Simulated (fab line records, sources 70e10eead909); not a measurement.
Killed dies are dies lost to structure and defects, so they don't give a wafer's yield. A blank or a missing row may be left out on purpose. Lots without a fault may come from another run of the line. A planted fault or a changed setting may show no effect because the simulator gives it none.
fab line records | flow nand_harc
record lots=24 wafers=72 last_day=33
route steps=1302 shown P_M2@350 P_BONDPAD@352 A_CHANNEL_FILL_D1@495
lots that met no fault: from a run of the same line without faults
start_h: hours from the record's first day to the start of the lot's first wafer shown | wait_h: hours since the lot's step before | " the same as in the row above | L1.1+2: a row that stands for several wafers | - no value, or no start given | * or withheld: withheld | < > ~ a bound
route shown NAME@n: a module of which the file shows steps, and the number in the route of the first | usual: mean/standard deviation of fault-free wafers | same: alike in all rows | chamber/n: place in a boat | sites: the reading at each site | _std_site: their standard deviation | _edge_site: outer sites' mean less inner sites' | radius_mm: how far each site lies from the wafer's centre | mask NAME#n: copy n | behind: the tool/chamber that last shaped the wafer | hold: why the lot was held/for how many hours/how that ended | device: the transistor (n, p or np) that didn't switch | end of line: the same wafers' tests at the end of the route | a step without rows: its recipe alone | killed: dies lost to structure and defects at the first sort, not the wafer's yield | map: a wafer's dies, x killed, . not, _ none there
set.NAME: the setting as run; set.NAME@STEP: as run at that earlier step | model.NAME: the simulator's own value behind a step, which no gauge read
steps of the route over a sample of lots; a table a step, a row a wafer
services: from which hour (start_h, from the record's first day; less than 0 if before it) a tool's chamber was out of use, for how many hours, and why
## steps
# step NHARC_P_M2_DEP_33
# recipe target_thk_a=300 temp_c=370 target_thk_nm=30 pressure_torr=3 flow_sccm=200 rf_w=450 material=SiCN
# usual heater_power_w=588/91
# columns lot.wafer tool chamber start_h wait_h heater_power_w
L074.1 pecvd-04 2 137.37 0.1 581
L074.2 " 0 " " 641
L074.5 " 2 " " 575
L075.1 pecvd-04 0 139.31 0.1 636
L075.4 " 1 " " 626
L075.6 " 2 " " 534
L076.3 pecvd-04 2 153.19 0.1 491
L076.2 " 0 " " 615
L076.4 " 0 " " 622
L077.3 pecvd-03 1 163.18 0.1 465
L077.2 " 2 " " 567
L077.1 " 0 " " 529
L078.2 pecvd-04 1 169.95 0.1 565
L078.1 " 0 " " 637
L078.6 " 2 " " 462
L079.2 pecvd-01 1 185.30 0.1 742
L079.6 " 0 " " 777
L079.5 " 2 " " 509
L080.1 pecvd-01 0 204.14 0.1 643
L080.2 " 2 " " 512
L080.4 " 2 " " 507
L081.3 pecvd-04 2 204.97 0.1 542
L081.1 " 1 " " 654
L081.5 " 0 " " 522
L082.2 pecvd-01 1 213.38 0.1 809
L082.5 " 0 " " 740
L082.4 " 2 " " 468
L084.1 pecvd-03 1 229.16 0.1 457
L084.6 " 2 " " 621
L084.4 " 1 " " 455
L083.2 pecvd-04 0 230.64 0.1 596
L083.1 " 2 " " 558
L083.4 " 0 " " 600
L085.2 pecvd-01 0 248.07 0.1 636
L085.1 " 1 " " 713
L085.5 " 0 " " 648
L086.1 pecvd-04 1 254.40 0.1 591
L086.2 " 0 " " 597
L086.5 " 0 " " 603
L087.2 pecvd-04 2 257.57 0.1 538
L087.6 " 2 " " 548
L087.5 " 1 " " 607
L088.3 pecvd-03 0 269.22 0.1 528
L088.5 " 0 " " 529
L088.6 " 1 " " 500
L089.2 pecvd-01 2 290.71 0.1 485
L089.4 " 0 " " 751
L089.5 " 1 " " 795
L090.2 pecvd-03 1 297.41 0.1 558
L090.5 " 2 " " 550
L090.6 " 1 " " 561
L091.2 pecvd-04 1 302.17 0.1 726
L091.3 " 2 " " 509
L091.1 " 0 " " 593
L092.1 pecvd-01 0 307.83 0.1 732
L092.4 " 0 " " 727
L092.6 " 1 " " 655
L093.4 pecvd-03 2 320.58 0.2 614
L093.5 " 0 " " 466
L093.6 " 1 " " 505
L094.3 pecvd-03 0 333.08 0.1 558
L094.1 " 1 " " 551
L094.6 " 0 " " 550
L095.3 pecvd-03 1 336.82 0.1 462
L095.4 " 2 " " 598
L095.5 " 0 " " 488
L096.1 pecvd-04 1 346.83 0.1 701
L096.6 " 0 " " 554
L096.4 " 1 " " 698
L097.3 pecvd-04 2 359.62 0.1 545
L097.6 " 0 " " 587
L097.4 " 2 " " 547
# step NHARC_P_BONDPAD_CMP_32
# recipe target_thk_nm=200 material=SiCN
# usual edge_zone_pressure_frac=0.999/0.005 motor_current_A=11.9/1
# columns lot.wafer tool chamber start_h wait_h edge_zone_pressure_frac motor_current_A
L074.2 cmp-01 1 138.33 0.5 1.002 13.2
L074.1 " 2 " " 1.002 10.8
L074.5 " 3 " " 0.995 13.2
L075.1 cmp-02 1 140.16 - 0.992 11.1
L075.4 " 2 " " 0.995 10.6
L075.6 " 0 " " 0.999 12.9
L076.3 cmp-04 0 154.02 - 1.003 12.5
L076.2 " 2 " " 1.006 11.4
L076.4 " 3 " " 0.998 10.7
L077.2 cmp-04 2 163.98 - 1.004 12.7
L077.3 " 3 " " 1.002 10.5
L077.1 " 1 " " 0.995 12.8
L078.2 cmp-02 0 170.83 - 1.003 13.1
L078.1 " 1 " " 0.998 11.0
L078.6 " 3 " " 0.992 10.7
L079.2 cmp-02 3 186.15 - 0.990 11.1
L079.6 " 0 " " 1.005 12.8
L079.5 " 1 " " 1.005 11.0
L080.2 cmp-04 3 204.96 - 0.999 10.9
L080.1 " 0 " " 0.999 12.3
L080.4 " 2 " " 1.003 12.6
L081.3 cmp-01 2 205.84 - 0.998 11.1
L081.1 " 3 " " 1.002 13.2
L081.5 " 0 " " 1.001 12.7
L082.4 cmp-02 3 214.20 - 0.992 10.8
L082.2 " 0 " " 1.004 12.9
L082.5 " 1 " " 1.003 11.1
L084.4 cmp-01 1 229.92 - 0.998 12.6
L084.1 " 2 " " 0.995 11.3
L084.6 " 1 " " 1.000 12.6
L083.2 cmp-02 3 231.48 - 1.006 11.2
L083.1 " 0 " " 0.999 11.9
L083.4 " 1 " " 0.998 10.8
L085.2 cmp-01 3 248.85 - 1.004 14.6
L085.1 " 1 " " 1.004 13.6
L085.5 " 0 " " 1.000 12.4
L086.2 cmp-01 2 255.25 - 0.990 10.4
L086.1 " 0 " " 0.991 12.7
L086.5 " 2 " " 0.998 11.6
L087.2 cmp-02 2 258.44 - 1.010 10.8
L087.5 " 0 " " 1.005 13.2
L087.6 " 1 " " 0.991 11.2
L088.3 cmp-02 3 270.04 - 0.996 10.8
L088.6 " 3 " " 1.008 11.5
L088.5 " 0 " " 0.997 12.3
L089.2 cmp-02 0 291.55 - 1.000 13.2
L089.4 " 2 " " 0.992 11.1
L089.5 " 3 " " 1.004 11.3
L090.2 cmp-02 3 298.15 - 0.998 10.9
L090.6 " 3 " " 0.993 10.7
L090.5 " 0 " " 0.994 12.7
L091.3 cmp-02 0 303.02 - 0.999 12.5
L091.2 " 1 " " 0.997 10.7
L091.1 " 2 " " 1.002 11.2
L092.1 cmp-01 0 308.68 - 0.994 12.6
L092.4 " 1 " " 1.002 13.3
L092.6 " 0 " " 0.995 12.4
L093.4 cmp-02 1 321.33 - 1.004 11.5
L093.5 " 2 " " 1.005 11.1
L093.6 " 3 " " 0.999 10.7
L094.3 cmp-04 3 333.86 - 1.002 10.4
L094.1 " 1 " " 0.997 13.0
L094.6 " 3 " " 0.999 10.7
L095.4 cmp-04 0 337.65 - 0.994 12.6
L095.3 " 2 " " 1.007 12.7
L095.5 " 1 " " 0.997 12.8
L096.1 cmp-02 1 347.56 - 0.988 11.4
L096.4 " 0 " " 0.996 12.7
L096.6 " 1 " " 0.997 10.6
L097.3 cmp-01 2 360.36 - 0.993 10.9
L097.4 " 1 " " 0.998 12.5
L097.6 " 3 " " 0.990 13.3
# step NHARC_P_BONDPAD_ETCH_37
# recipe target_depth_a=600 overetch_a=180 time_s=65.91 ion_energy_ev=200 n2_flow_sccm=150 h2_flow_sccm=150 ar_flow_sccm=0 rf_w=400 bias_w=150 chemistry=N2/H2
# usual chamber_pressure_mTorr=29.997/0.026 drypump_motor_current_A=5.4/0.42 oes_product_au=1.002/0.0094 rf_vpp_V=430.6/2.1 showerhead_plenum_p_Torr=2.04/0.073 throttle_valve_pct=14.171/0.0089
# columns lot.wafer tool chamber start_h wait_h chamber_pressure_mTorr drypump_motor_current_A oes_product_au rf_hours_counter_h rf_vpp_V showerhead_plenum_p_Torr throttle_valve_pct
L074.2 rie_diel-12 2 139.39 0.1 29.980 4.9 1.003 1 432.6 2.11 14.180
L074.1 " 1 " " 30.024 5.6 1.006 1 428.5 1.94 14.191
L074.5 " 3 " " 29.976 5.5 1.009 - 430.3 2.06 14.172
L075.1 rie_diel-12 2 141.24 0.1 29.995 4.9 1.010 1 432.1 2.11 14.180
L075.4 " 1 " " 29.987 5.6 1.011 1 428.3 1.94 14.182
L075.6 " 3 " " 30.009 5.4 1.010 - 429.4 2.06 14.171
L076.4 rie_diel-04 2 155.01 0.1 29.961 5.0 0.996 7 431.9 2.10 14.177
L076.2 " 3 " " 29.993 5.5 0.990 7 429.8 2.02 14.163
L076.3 " 0 " " 30.011 5.4 1.003 7 425.8 1.89 14.177
L077.3 rie_diel-12 3 165.10 0.1 29.989 5.4 0.999 2 430.5 2.06 14.170
L077.2 " 0 " " 29.960 5.6 1.010 2 430.9 2.07 14.186
L077.1 " 1 " " 30.013 5.5 1.008 2 429.8 1.94 14.176
L078.2 rie_diel-02 2 171.78 0.1 29.917 6.3 0.978 10 432.3 2.05 14.169
L078.1 " 3 " " 29.995 5.0 0.990 9 431.8 2.04 14.160
L078.6 " 3 " " 30.011 5.0 0.996 - 431.8 2.04 14.164
L079.2 rie_diel-04 1 187.19 0.1 30.044 4.8 1.001 0 427.7 1.95 14.167
L079.6 " 0 " " 29.983 5.4 1.011 - 426.1 1.89 14.174
L079.5 " 1 " " 30.018 4.8 0.992 - 428.0 1.95 14.166
L080.1 rie_diel-04 1 205.95 0.1 29.970 4.9 0.991 0 427.8 1.95 14.178
L080.2 " 3 " " 30.046 5.4 0.993 0 432.0 2.02 14.161
L080.4 " 0 " " 30.002 5.4 1.021 0 427.0 1.89 14.175
L081.1 rie_diel-02 3 206.92 0.1 30.015 5.0 1.014 12 431.5 2.04 14.184
L081.3 " 2 " " 29.982 6.3 0.994 12 430.6 2.05 14.160
L081.5 " 3 " " 30.021 5.0 1.013 - 429.8 2.04 14.159
L082.2 rie_diel-12 0 215.26 0.1 29.919 5.6 1.024 4 432.2 2.07 14.171
L082.4 " 1 " " 29.999 5.5 1.013 3 427.0 1.94 14.177
L082.5 " 3 " " 30.019 5.5 0.998 - 430.6 2.06 14.167
L084.1 rie_diel-04 3 231.04 0.1 29.998 5.5 0.992 2 431.3 2.01 14.167
L084.4 " 1 " " 29.952 4.9 0.989 2 427.4 1.95 14.167
L084.6 " 2 " " 30.002 5.0 0.998 - 432.7 2.10 14.154
L083.2 rie_diel-04 3 232.60 0.1 30.033 5.4 0.993 2 429.6 2.01 14.176
L083.1 " 0 " " 30.007 5.4 1.007 2 425.8 1.89 14.166
L083.4 " 1 " " 30.025 4.9 0.985 2 428.4 1.95 14.175
L085.2 rie_diel-12 2 249.98 0.1 30.036 4.8 1.015 4 432.5 2.11 14.173
L085.1 " 0 " " 29.966 5.6 1.007 4 430.3 2.07 14.183
L085.5 " 2 " " 29.992 4.8 1.012 - 433.9 2.11 14.168
L086.2 rie_diel-12 2 256.37 0.1 30.018 4.8 1.015 5 432.5 2.11 14.172
L086.1 " 3 " " 30.031 5.4 0.998 5 429.5 2.06 14.149
L086.5 " 1 " " 29.990 5.5 0.996 - 428.9 1.94 14.170
L087.2 rie_diel-12 3 259.53 0.1 29.984 5.4 0.996 5 431.6 2.06 14.164
L087.6 " 2 " " 29.949 4.9 1.001 - 431.8 2.11 14.180
L087.5 " 1 " " 29.956 5.5 1.009 - 426.5 1.94 14.178
L088.3 rie_diel-04 1 271.49 0.4 30.042 4.8 0.989 4 427.7 1.95 14.168
L088.6 " 1 " " 30.009 4.8 0.999 - 427.3 1.95 14.152
L088.5 " 2 " " 29.956 5.0 1.003 - 432.9 2.10 14.154
L089.4 rie_diel-02 3 292.53 0.1 29.960 5.0 0.985 6 430.0 2.04 14.169
L089.2 " 0 " " 30.017 5.6 0.995 5 432.7 2.11 14.187
L089.5 " 0 " " 29.982 5.6 1.000 - 432.8 2.11 14.164
L090.2 rie_diel-04 2 299.28 0.1 30.004 5.0 0.996 5 433.5 2.10 14.179
L090.5 " 3 " " 29.989 5.4 0.991 - 430.7 2.01 14.188
L090.6 " 0 " " 30.041 5.4 1.023 - 425.7 1.89 14.175
L091.2 rie_diel-12 2 304.12 0.1 29.977 4.8 1.006 0 431.9 2.11 14.178
L091.1 " 3 " " 29.962 5.4 0.994 0 431.6 2.06 14.167
L091.3 " 0 " " 30.082 5.5 1.008 0 430.3 2.07 14.179
L092.4 rie_diel-02 1 309.77 0.1 29.979 6.0 1.001 3 433.9 2.12 14.185
L092.1 " 2 " " 29.996 6.3 1.007 7 430.4 2.04 14.169
L092.6 " 2 " " 29.977 6.3 1.007 - 431.3 2.05 14.176
L093.4 rie_diel-04 2 322.37 0.1 30.008 5.0 1.004 7 432.0 2.10 14.187
L093.6 " 0 " " 29.996 5.4 1.017 - 427.7 1.89 14.173
L093.5 " 1 " " 29.991 4.8 0.993 - 428.4 1.95 14.175
L094.3 rie_diel-12 3 334.82 0.1 30.010 5.4 1.008 1 431.2 2.06 14.175
L094.1 " 0 " " 30.011 5.5 1.011 1 431.5 2.07 14.181
L094.6 " 0 " " 30.025 5.5 1.016 - 432.1 2.07 14.158
L095.3 rie_diel-02 0 338.75 0.1 29.997 5.6 1.005 8 431.8 2.11 14.185
L095.4 " 1 " " 30.019 6.0 1.003 3 432.7 2.12 14.169
L095.5 " 1 " " 29.964 6.0 1.000 - 431.9 2.12 14.174
L096.1 rie_diel-02 0 348.68 0.1 30.030 5.6 1.001 8 431.5 2.11 14.170
L096.4 " 1 " " 29.977 6.0 1.000 5 433.8 2.12 14.175
L096.6 " 0 " " 30.030 5.6 1.006 - 431.8 2.11 14.175
L097.3 rie_diel-02 1 361.49 0.1 29.981 6.0 1.001 6 431.8 2.12 14.154
L097.4 " 1 " " 29.982 6.0 0.999 - 433.4 2.12 14.187
L097.6 " 2 " " 29.996 6.3 0.999 - 430.1 2.04 14.158
# step NHARC_P_BONDPAD_DEGAS_25
# recipe temp_c=300 time_s=60
# usual heater_power_w=449/48
# columns lot.wafer tool chamber start_h wait_h heater_power_w
L074.1 pvd_sputter-03 - 140.24 - 485
L074.2 " - " " 436
L074.5 " - " " 431
L075.1 pvd_sputter-01 - 142.09 - 495
L075.4 " - " " 421
L075.6 " - " " 521
L076.2 pvd_sputter-02 - 155.90 - 476
L076.4 " - " " 413
L076.3 " - " " 397
L077.3 pvd_sputter-03 - 165.94 - 502
L077.2 " - " " 423
L077.1 " - " " 492
L078.1 pvd_sputter-03 - 172.67 - 445
L078.2 " - " " 410
L078.6 " - " " 488
L079.2 pvd_sputter-01 - 188.10 - 527
L079.6 " - " " 403
L079.5 " - " " 356
L080.1 pvd_sputter-02 - 206.81 - 415
L080.2 " - " " 402
L080.4 " - " " 508
L081.3 pvd_sputter-01 - 207.80 - 353
L081.1 " - " " 506
L081.5 " - " " 357
L082.4 pvd_sputter-03 - 216.12 - 416
L082.2 " - " " 446
L082.5 " - " " 504
L084.1 pvd_sputter-03 - 231.88 - 494
L084.4 " - " " 421
L084.6 " - " " 495
L083.1 pvd_sputter-02 - 233.45 - 422
L083.2 " - " " 399
L083.4 " - " " 516
L085.2 pvd_sputter-01 - 250.86 - 360
L085.1 " - " " 499
L085.5 " - " " 408
L086.2 pvd_sputter-03 - 257.30 - 444
L086.1 " - " " 499
L086.5 " - " " 447
L087.2 pvd_sputter-02 - 260.86 - 411
L087.5 " - " " 501
L087.6 " - " " 474
L088.3 pvd_sputter-02 - 272.34 - 511
L088.6 " - " " 521
L088.5 " - " " 476
L089.4 pvd_sputter-01 - 293.42 - 496
L089.2 " - " " 358
L089.5 " - " " 477
L090.2 pvd_sputter-02 - 300.11 - 515
L090.5 " - " " 514
L090.6 " - " " 460
L091.1 pvd_sputter-02 - 304.98 - 518
L091.3 " - " " 457
L091.2 " - " " 426
L092.1 pvd_sputter-02 - 310.63 - 415
L092.4 " - " " 425
L092.6 " - " " 460
L093.4 pvd_sputter-01 - 323.23 - 354
L093.6 " - " " 470
L093.5 " - " " 419
L094.1 pvd_sputter-01 - 335.67 - 465
L094.3 " - " " 495
L094.6 " - " " 405
L095.4 pvd_sputter-01 - 339.61 - 411
L095.3 " - " " 357
L095.5 " - " " 356
L096.4 pvd_sputter-01 - 349.58 - 412
L096.1 " - " " 498
L096.6 " - " " 465
L097.4 pvd_sputter-01 - 362.41 - 484
L097.3 " - " " 482
L097.6 " - " " 486
# step NHARC_A_CHANNEL_FILL_D1_ALD_15
# recipe target_thk_a=20 pulse_time_s=60 ald_cycles=19 temp_c=630 pressure_torr=2 material=SiNx
# usual precursor_pulse_height_rel=0.998/0.021
# columns lot.wafer tool chamber start_h wait_h precursor_pulse_height_rel
L074.1 ald_sin_batch-02 0 202.98 2.8 0.986
L074.2 " 0 " " 1.023
L074.5 " 0 " " 0.972
L075.1 ald_sin_batch-02 0 - - 0.955
L075.4 " 0 " " 0.993
L075.6 " 0 " " 1.012
L076.2 ald_sin_batch-01 0 - - 0.992
L076.3 " 0 " " 1.026
L076.4 " 0 " " 1.009
L077.1 ald_sin_batch-01 0 - - 0.994
L077.2 " 0 " " 1.009
L077.3 " 0 " " 1.015
L078.1 ald_sin_batch-01 0 - - 0.982
L078.2 " 0 " " 0.968
L078.6 " 0 " " 1.020
L079.2 ald_sin_batch-01 0 - - 0.976
L079.5 " 0 " " 1.000
L079.6 " 0 " " 1.038
L080.1 ald_sin_batch-01 0 - - 1.019
L080.2 " 0 " " 0.974
L080.4 " 0 " " 1.050
L081.1 ald_sin_batch-01 0 - - 0.999
L081.3 " 0 " " 0.999
L081.5 " 0 " " 1.002
L082.2 ald_sin_batch-03 0 - - 1.026
L082.4 " 0 " " 0.997
L082.5 " 0 " " 0.985
L083.1 ald_sin_batch-01 0 - - 1.007
L083.2 " 0 " " 0.996
L083.4 " 0 " " 0.999
L084.1 ald_sin_batch-01 0 - - 0.972
L084.4 " 0 " " 0.988
L084.6 " 0 " " 1.027
L085.1 ald_sin_batch-02 0 - - 1.022
L085.2 " 0 " " 1.005
L085.5 " 0 " " 0.984
L086.1 ald_sin_batch-02 0 - - 1.035
L086.2 " 0 " " 0.979
L086.5 " 0 " " 0.997
L087.2 ald_sin_batch-02 0 - - 0.995
L087.5 " 0 " " 1.005
L087.6 " 0 " " 0.998
L088.3 ald_sin_batch-03 0 - - 0.976
L088.5 " 0 " " 1.011
L088.6 " 0 " " 1.025
L089.2 ald_sin_batch-02 0 - - 1.003
L089.4 " 0 " " 0.988
L089.5 " 0 " " 0.986
L090.2 ald_sin_batch-01 0 - - 1.029
L090.5 " 0 " " 0.978
L090.6 " 0 " " 0.952
L091.1 ald_sin_batch-02 0 - - 0.983
L091.2 " 0 " " 0.992
L091.3 " 0 " " 0.970
L092.1 ald_sin_batch-02 0 - - 0.979
L092.4 " 0 " " 1.022
L092.6 " 0 " " 0.955
L093.4 ald_sin_batch-01 0 - - 1.018
L093.5 " 0 " " 0.974
L093.6 " 0 " " 0.989
L094.1 ald_sin_batch-02 0 - - 1.018
L094.3 " 0 " " 0.970
L094.6 " 0 " " 1.016
L095.3 ald_sin_batch-03 0 - - 0.991
L095.4 " 0 " " 0.991
L095.5 " 0 " " 0.979
L096.1 ald_sin_batch-03 0 - - 0.987
L096.4 " 0 " " 1.006
L096.6 " 0 " " 0.999
L097.3 ald_sin_batch-02 0 - - 0.992
L097.4 " 0 " " 0.999
L097.6 " 0 " " 1.000
# step NHARC_A_CHANNEL_FILL_D1_CMP_10
# recipe target_thk_nm=150
# usual edge_zone_pressure_frac=1.000/0.0046 motor_current_A=11.9/0.98 time_to_endpoint_s=15.3/2.7
# columns lot.wafer tool chamber start_h wait_h edge_zone_pressure_frac motor_current_A time_to_endpoint_s
L074.1 cmp-03 0 246.02 0.4 1.006 11.9 17.5
L074.2 " 1 " " 0.997 11.1 17.8
L074.5 " 0 " " 1.005 11.9 16.4
L075.4 cmp-03 2 248.83 0.4 1.003 12.3 11.5
L075.1 " 1 " " 0.994 10.0 15.5
L075.6 " 2 " " 1.000 12.1 13.9
L076.4 cmp-04 0 261.03 0.4 0.993 12.2 15.4
L076.2 " 1 " " 1.002 12.7 18.1
L076.3 " 2 " " 1.001 12.7 17.1
L077.3 cmp-04 0 272.81 0.4 1.001 12.2 16.9
L077.1 " 1 " " 1.000 12.9 18.3
L077.2 " 2 " " 0.996 12.0 12.0
L078.1 cmp-03 3 272.84 0.4 1.000 10.4 15.8
L078.2 " 0 " " 1.002 11.8 15.1
L078.6 " 2 " " 1.002 11.6 13.8
L079.2 cmp-04 3 286.31 0.4 0.999 11.2 13.2
L079.5 " 3 " " 0.998 11.2 14.4
L079.6 " 0 " " 1.009 12.0 13.8
L080.1 cmp-04 0 304.32 0.4 1.001 12.2 9.5
L080.2 " 1 " " 1.001 12.6 10.9
L080.4 " 3 " " 0.997 10.9 11.0
L081.3 cmp-03 2 304.32 0.4 1.006 12.2 12.4
L081.1 " 1 " " 1.006 11.4 18.6
L081.5 " 2 " " 1.005 12.3 13.1
L082.4 cmp-03 1 319.55 0.4 1.001 10.9 18.7
L082.2 " 3 " " 0.996 11.2 20.4
L082.5 " 2 " " 1.002 12.0 13.2
L084.1 cmp-04 0 332.04 0.4 0.994 12.4 15.3
L084.4 " 1 " " 1.003 12.3 15.1
L084.6 " 0 " " 0.996 12.5 17.8
L083.2 cmp-03 1 332.04 0.4 0.999 11.5 16.5
L083.4 " 2 " " 0.998 11.6 13.6
L083.1 " 3 " " 0.999 10.5 18.8
L085.1 cmp-01 1 350.99 0.4 0.997 13.4 13.3
L085.2 " 0 " " 1.004 12.6 12.5
L085.5 " 2 " " 1.002 11.0 16.6
L087.2 cmp-04 2 355.19 0.4 1.000 12.1 14.9
L087.6 " 2 " " 1.010 12.6 13.8
L087.5 " 3 " " 0.996 10.4 13.9
L086.2 cmp-01 1 355.19 0.4 0.999 13.7 12.6
L086.1 " 3 " " 0.990 13.4 15.0
L086.5 " 2 " " 0.997 11.1 18.1
L088.3 cmp-03 1 371.15 0.4 0.995 10.7 17.3
L088.5 " 2 " " 1.006 12.0 10.1
L088.6 " 3 " " 1.000 10.7 20.2
L089.2 cmp-03 0 391.25 0.4 0.995 12.3 15.7
L089.4 " 1 " " 0.998 11.2 15.9
L089.5 " 2 " " 0.993 12.4 9.4
L090.2 cmp-01 1 404.38 0.4 1.004 13.3 11.4
L090.5 " 3 " " 1.000 13.8 15.8
L090.6 " 0 " " 0.995 13.1 16.1
L091.2 cmp-04 0 413.47 0.4 1.004 12.0 18.1
L091.1 " 2 " " 0.996 11.8 18.3
L091.3 " 3 " " 0.997 11.0 18.9
L092.4 cmp-03 1 413.47 0.4 0.997 11.2 14.4
L092.1 " 3 " " 0.995 10.2 15.9
L092.6 " 2 " " 0.998 11.5 11.3
L093.4 cmp-04 3 422.26 0.4 0.999 10.7 15.8
L093.6 " 0 " " 0.993 12.3 14.3
L093.5 " 1 " " 1.008 13.5 13.1
L094.1 cmp-01 1 432.86 0.4 0.995 13.3 13.5
L094.3 " 2 " " 1.004 10.8 17.0
L094.6 " 0 " " 0.999 12.4 16.8
L095.3 cmp-03 3 445.71 0.4 1.007 10.8 14.9
L095.4 " 0 " " 1.002 11.3 13.6
L095.5 " 0 " " 0.998 11.8 15.3
L096.1 cmp-04 0 455.71 0.4 1.001 12.6 14.0
L096.4 " 3 " " 0.998 10.9 13.0
L096.6 " 1 " " 0.997 12.7 14.7
L097.3 cmp-01 0 465.17 0.4 1.001 13.0 15.9
L097.4 " 1 " " 0.996 13.7 13.1
L097.6 " 0 " " 1.012 12.7 14.0
## services
# columns tool chamber start_h hours kind
pecvd-04 - 120.00 1.3 repair
cmp-01 - 124.90 1.0 repair
cmp-02 - 134.51 4.0 pm
cmp-04 - 164.53 0.3 repair
cmp-01 - 185.61 4.0 pm
cmp-04 - 209.06 4.0 pm
cmp-02 - 232.51 4.0 pm
cmp-04 - 257.98 0.6 repair
cmp-01 - 259.08 37.0 repair
pecvd-04 - 269.00 13.0 pm
cmp-04 - 280.78 0.5 repair
pecvd-04 - 292.01 1.3 repair
cmp-04 - 307.17 4.0 pm
cmp-02 - 309.40 0.5 repair
cmp-02 - 330.51 4.0 pm
pecvd-04 - 332.01 2.2 repair
cmp-01 - 335.77 2.6 repair
cmp-01 - 348.79 0.3 repair
cmp-01 - 394.08 4.0 pm
cmp-04 - 405.17 4.0 pm
cmp-04 - 427.61 1.0 repair
cmp-02 - 428.51 4.0 pm
cmp-01 - 447.86 3.7 repair
cmp-01 - 460.94 0.7 repair
## key
fault none
